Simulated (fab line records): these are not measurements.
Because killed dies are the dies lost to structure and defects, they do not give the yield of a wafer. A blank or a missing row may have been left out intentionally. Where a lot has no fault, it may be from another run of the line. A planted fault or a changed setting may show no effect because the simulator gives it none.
Struck lot and sound lot, side by side	flow nand-harc	13 steps out of a route of 1302
Sound: the wafers L314.3, L314.5, L314.6. Struck: wafers L322.1, L322.2, L322.3. At the end, the cause is stated.
Per side, at each step with rows, come the tool, then ch with its chambers, and then its first start. Under that, the readings that differ: sound wafers	struck wafers	difference of the means	sigmas: that difference in standard deviations of wafers without a fault.
alike: same words and numbers on both sides, and readings whose means sit less than 2 such deviations apart. not compared: any withheld reading, any reading some wafer has no value for, any bound like >300 that may hide the same value, and any number with overlapping values for which the record gives no deviation.
The two part at a step that has a row with sigmas, a row that says differs or no value, or rows on one side only. Non-overlapping numbers with no deviation appear without sigmas and do not part them. Lack of a reading on every wafer of one side parts them only where that side has two or more wafers.

first, 3 steps without rows for these wafers: NHARC_A_STAIRCASE_STRIP_255 (strips in SPM, time 900 s); NHARC_A_STAIRCASE_PRECLEAN_256 (cleans in SC1); NHARC_A_STAIRCASE_SRD_257.
NHARC_A_STAIRCASE_HM_DEP_456: deposits aC, target thk 3100 nm.
  sound on acl-dep-02 ch 0, day 20 15:26; struck on acl-dep-02 ch 0, day 23 21:01
  alike: throttle-valve-pct
NHARC_A_STAIRCASE_DEP_259: deposits SiON, target thk 30 nm.
  sound on pecvd-04 ch 0,1,2, day 20 16:46; struck on pecvd-01 ch 0,2, day 23 22:52
  alike: heater-power-w
then, 7 steps without rows for these wafers: NHARC_A_STAIRCASE_DEHYDRATE_260 (time 120 s); NHARC_A_STAIRCASE_HMDS_261 (time 30 s); NHARC_A_STAIRCASE_COAT_262; NHARC_A_STAIRCASE_SOFTBAKE_263 (time 170 s); NHARC_A_STAIRCASE_EBR_264; NHARC_A_STAIRCASE_EXPOSE_265 (exposes mask CHOP 200); NHARC_A_STAIRCASE_PEB_266 (peb time 130 s).
NHARC_A_STAIRCASE_DEVELOP_267: time 140 s.
  struck on litho-track-02, day 23 23:00; sound on litho-track-02 ch 0, day 20 17:00
  no value came back on the struck wafers for chill-plate-temp-C (C), exhaust-pa (Pa); on the sound wafers chill-plate-temp-C (C) reads 22.96 23.01 23.08

## WHERE THEY PART
At NHARC_A_STAIRCASE_DEVELOP_267 and nowhere else, as far as this record goes.

WHY: what the simulator had put in
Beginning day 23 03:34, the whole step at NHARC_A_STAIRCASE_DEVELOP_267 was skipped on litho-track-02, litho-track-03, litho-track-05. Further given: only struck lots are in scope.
